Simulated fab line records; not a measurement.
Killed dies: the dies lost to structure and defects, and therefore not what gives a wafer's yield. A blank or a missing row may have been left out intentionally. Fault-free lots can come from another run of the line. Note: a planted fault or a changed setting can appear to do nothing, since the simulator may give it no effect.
The tool behind it: which one? | flow n5 finfet | 33 wafers sampled from 11 lots at 1 step of a route of 1938

== WHAT EACH GAUGE READ, for each wafer ==
N5_BEOL_M13_INSPECT_30: inspects for defects (macro).
lot  | measured     | on                | raw defect count
L077 | day 11 11:11 | defect inspect-02 | 3 0 1
L078 | day 11 19:32 | defect inspect-02 | 2 6 0
L081 | day 12 02:57 | defect inspect-02 | 0 2 2
L082 | day 12 20:16 | defect inspect-02 | 1 1 3
L084 | day 13 23:47 | defect inspect-01 | 0 2 2
L085 | day 14 05:31 | defect inspect-02 | 4 1 1
L087 | day 14 19:58 | defect inspect-01 | 1 2 0
L090 | day 15 05:50 | defect inspect-02 | 3 1 3
L091 | day 15 06:17 | defect inspect-02 | 1 1 6
L097 | day 16 13:25 | defect inspect-02 | 4 2 3
L096 | day 16 15:04 | defect inspect-02 | 1 1 3

== EACH LOT AND THE TOOL THAT RAN IT (in order: tool; ch and the chambers of the sampled wafers; start) ==
Record: no process step prior to these readings.

== THE ANSWER, worked out from the rows above alone ==
Rule: the usual values come from the lots themselves. The widest of any qualifying gaps counts: lots, ordered by their means at a reading, are off when they make up no more than a third of the lots, leave a main group of 4 or more, and stand apart from it by 3 or more times the standard deviation of that group's means. The tables above print the reading to a certain number of digits; a main group whose means all agree to those digits is not used. A lot without any number at a reading at which 4 lots or more have one is off too. The other lots that the step has rows for count as sound.
No lot is off at any reading shown: from this, nothing can be told.

== WHAT HAD BEEN PUT IN BY THE SIMULATOR ==
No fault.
